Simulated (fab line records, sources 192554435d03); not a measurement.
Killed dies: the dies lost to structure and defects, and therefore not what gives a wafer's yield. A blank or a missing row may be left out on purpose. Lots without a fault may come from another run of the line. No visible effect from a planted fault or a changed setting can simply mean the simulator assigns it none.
Which of the tools did it? / flow n5 finfet / 12 lots with 36 wafers sampled at 3 steps, on a route of 1938 steps

== WHAT THE GAUGES READ, wafer by wafer ==
N5_PASSIVATION_CD_MEAS_44: target cd 40000 nm. Usual: cd nm 39998 nm, standard deviation 3.
lot=L159; measured=day 14 09:40; on=cd sem-01; cd nm (nm)=40000 39997 40002; flag=
lot=L160; measured=day 14 02:38; on=cd sem-01; cd nm (nm)=40002 40000 40004; flag=
lot=L164; measured=day 15 11:10; on=cd sem-03; cd nm (nm)=39998 39994 39996; flag=
lot=L166; measured=day 15 13:49; on=cd sem-03; cd nm (nm)=40006 40007 40006; flag=
lot=L167; measured=day 16 09:56; on=cd sem-03; cd nm (nm)=40002 39999 40002; flag=
lot=L169; measured=day 16 20:02; on=cd sem-03; cd nm (nm)=39994 39994 39994; flag=
lot=L171; measured=day 16 19:37; on=cd sem-03; cd nm (nm)=39998 39998 39997; flag=
lot=L175; measured=day 19 16:56; on=cd sem-03; cd nm (nm)=39994 39994 39997; flag=
lot=L177; measured=day 19 01:38; on=cd sem-03; cd nm (nm)=39995 39994 39998; flag=
lot=L178; measured=day 18 00:43; on=cd sem-03; cd nm (nm)=39997 40000 40005; flag=
lot=L180; measured=day 19 16:24; on=cd sem-01; cd nm (nm)=39998 39999 40000; flag=
lot=L182; measured=day 20 17:26; on=cd sem-03; cd nm (nm)=39999 40001 39997; flag=

== EACH LOT AND THE TOOL THAT RAN IT (in order: tool; ch and the chambers of the sampled wafers; start) ==
lot=L159; N5_HKMG_FIN_ALD_21=ald metal-03 ch 0,3, day 4 08:43; N5_PASSIVATION_SPUTTER_20=pvd sputter-02, day 14 07:13
lot=L160; N5_HKMG_FIN_ALD_21=ald metal-03 ch 1,2, day 4 13:36; N5_PASSIVATION_SPUTTER_20=pvd sputter-03, day 14 00:02
lot=L164; N5_HKMG_FIN_ALD_21=ald metal-03 ch 0,1,2, day 5 14:28; N5_PASSIVATION_SPUTTER_20=pvd sputter-03, day 15 07:56
lot=L166; N5_HKMG_FIN_ALD_21=ald metal-02 ch 0,1, day 6 01:59; N5_PASSIVATION_SPUTTER_20=pvd sputter-02, day 15 11:21
lot=L167; N5_HKMG_FIN_ALD_21=ald metal-02 ch 0,3, day 6 08:26; N5_PASSIVATION_SPUTTER_20=pvd sputter-02, day 16 07:20
lot=L169; N5_HKMG_FIN_ALD_21=ald metal-03 ch 0,2,3, day 6 22:13; N5_PASSIVATION_SPUTTER_20=pvd sputter-02, day 16 17:40
lot=L171; N5_HKMG_FIN_ALD_21=ald metal-03 ch 0,1,3, day 7 09:34; N5_PASSIVATION_SPUTTER_20=pvd sputter-03, day 16 17:14
lot=L175; N5_HKMG_FIN_ALD_21=ald metal-03 ch 0,1,2, day 8 08:36; N5_PASSIVATION_SPUTTER_20=pvd sputter-01, day 19 14:26
lot=L177; N5_HKMG_FIN_ALD_21=ald metal-03 ch 0,1, day 8 19:37; N5_PASSIVATION_SPUTTER_20=pvd sputter-02, day 18 23:10
lot=L178; N5_HKMG_FIN_ALD_21=ald metal-02 ch 0,1,3, day 9 03:00; N5_PASSIVATION_SPUTTER_20=pvd sputter-03, day 17 21:57
lot=L180; N5_HKMG_FIN_ALD_21=ald metal-01 ch 1,2, day 9 16:28; N5_PASSIVATION_SPUTTER_20=pvd sputter-03, day 19 13:41
lot=L182; N5_HKMG_FIN_ALD_21=ald metal-01 ch 0,1, day 10 06:13; N5_PASSIVATION_SPUTTER_20=pvd sputter-01, day 20 14:41
- N5_HKMG_FIN_ALD_21: deposits TiN, target thk 1.5 nm, pulse time 1 s, purge time 3 s.
- N5_PASSIVATION_SPUTTER_20: material TaN, target thk 50 nm.

== AS READ BY THE TOOLS THEMSELVES (means over the sampled wafers that have a number; for cases with no such wafer, the mark the record gives instead) ==
N5_HKMG_FIN_ALD_21. Usual: heater power w 843 W, standard deviation 62; precursor pulse height rel 1.003, standard deviation 0.02; susceptor temp C 399.98 C, standard deviation 0.2.
lot=L159; tool=ald metal-03; heater power w (W)=824; precursor pulse height rel=0.989; susceptor temp C (C)=400.09; flag=
lot=L160; tool=ald metal-03; heater power w (W)=922; precursor pulse height rel=1.017; susceptor temp C (C)=400.14; flag=
lot=L164; tool=ald metal-03; heater power w (W)=864; precursor pulse height rel=1.003; susceptor temp C (C)=399.90; flag=
lot=L166; tool=ald metal-02; heater power w (W)=870; precursor pulse height rel=1.009; susceptor temp C (C)=400.04; flag=
lot=L167; tool=ald metal-02; heater power w (W)=808; precursor pulse height rel=1.010; susceptor temp C (C)=400.05; flag=
lot=L169; tool=ald metal-03; heater power w (W)=852; precursor pulse height rel=0.988; susceptor temp C (C)=399.90; flag=
lot=L171; tool=ald metal-03; heater power w (W)=834; precursor pulse height rel=0.983; susceptor temp C (C)=399.90; flag=
lot=L175; tool=ald metal-03; heater power w (W)=885; precursor pulse height rel=1.010; susceptor temp C (C)=399.95; flag=
lot=L177; tool=ald metal-03; heater power w (W)=831; precursor pulse height rel=1.011; susceptor temp C (C)=400.03; flag=
lot=L178; tool=ald metal-02; heater power w (W)=836; precursor pulse height rel=1.017; susceptor temp C (C)=400.04; flag=
lot=L180; tool=ald metal-01; heater power w (W)=789; precursor pulse height rel=1.003; susceptor temp C (C)=399.90; flag=
lot=L182; tool=ald metal-01; heater power w (W)=774; precursor pulse height rel=1.010; susceptor temp C (C)=399.88; flag=

N5_PASSIVATION_SPUTTER_20. Usual: susceptor temp C 25.00 C, standard deviation 0.12; throttle valve pct 29.7 %, standard deviation 1.6.
lot=L159; tool=pvd sputter-02; susceptor temp C (C)=24.99; throttle valve pct (%)=30.6; flag=
lot=L160; tool=pvd sputter-03; susceptor temp C (C)=24.93; throttle valve pct (%)=30.2; flag=
lot=L164; tool=pvd sputter-03; susceptor temp C (C)=24.95; throttle valve pct (%)=29.8; flag=
lot=L166; tool=pvd sputter-02; susceptor temp C (C)=25.07; throttle valve pct (%)=29.8; flag=
lot=L167; tool=pvd sputter-02; susceptor temp C (C)=25.00; throttle valve pct (%)=28.6; flag=
lot=L169; tool=pvd sputter-02; susceptor temp C (C)=24.97; throttle valve pct (%)=29.2; flag=
lot=L171; tool=pvd sputter-03; susceptor temp C (C)=25.02; throttle valve pct (%)=29.7; flag=
lot=L175; tool=pvd sputter-01; susceptor temp C (C)=24.91; throttle valve pct (%)=29.7; flag=
lot=L177; tool=pvd sputter-02; susceptor temp C (C)=24.91; throttle valve pct (%)=29.3; flag=
lot=L178; tool=pvd sputter-03; susceptor temp C (C)=24.94; throttle valve pct (%)=28.9; flag=
lot=L180; tool=pvd sputter-03; susceptor temp C (C)=24.91; throttle valve pct (%)=27.8; flag=
lot=L182; tool=pvd sputter-01; susceptor temp C (C)=24.96; throttle valve pct (%)=29.2; flag=

== THE ANSWER, worked out from the rows above alone ==
Rule: a lot is off if the mean of its wafers that have a number lies more than 3 standard deviations from the usual mean. Also off: a lot with no number at a reading for which 4 or more lots have one. Where the step has rows for the other lots, those lots are counted as sound. First the gauges in route order, then the tools' own readings, where a lot's mean is used as printed above. At the first step where some lot is off, the reading lying furthest off is the one used; lots without a number count as furthest.
Nothing can be told from this: no lot is off at any reading shown.

== WHAT WAS PUT IN BY THE SIMULATOR ==
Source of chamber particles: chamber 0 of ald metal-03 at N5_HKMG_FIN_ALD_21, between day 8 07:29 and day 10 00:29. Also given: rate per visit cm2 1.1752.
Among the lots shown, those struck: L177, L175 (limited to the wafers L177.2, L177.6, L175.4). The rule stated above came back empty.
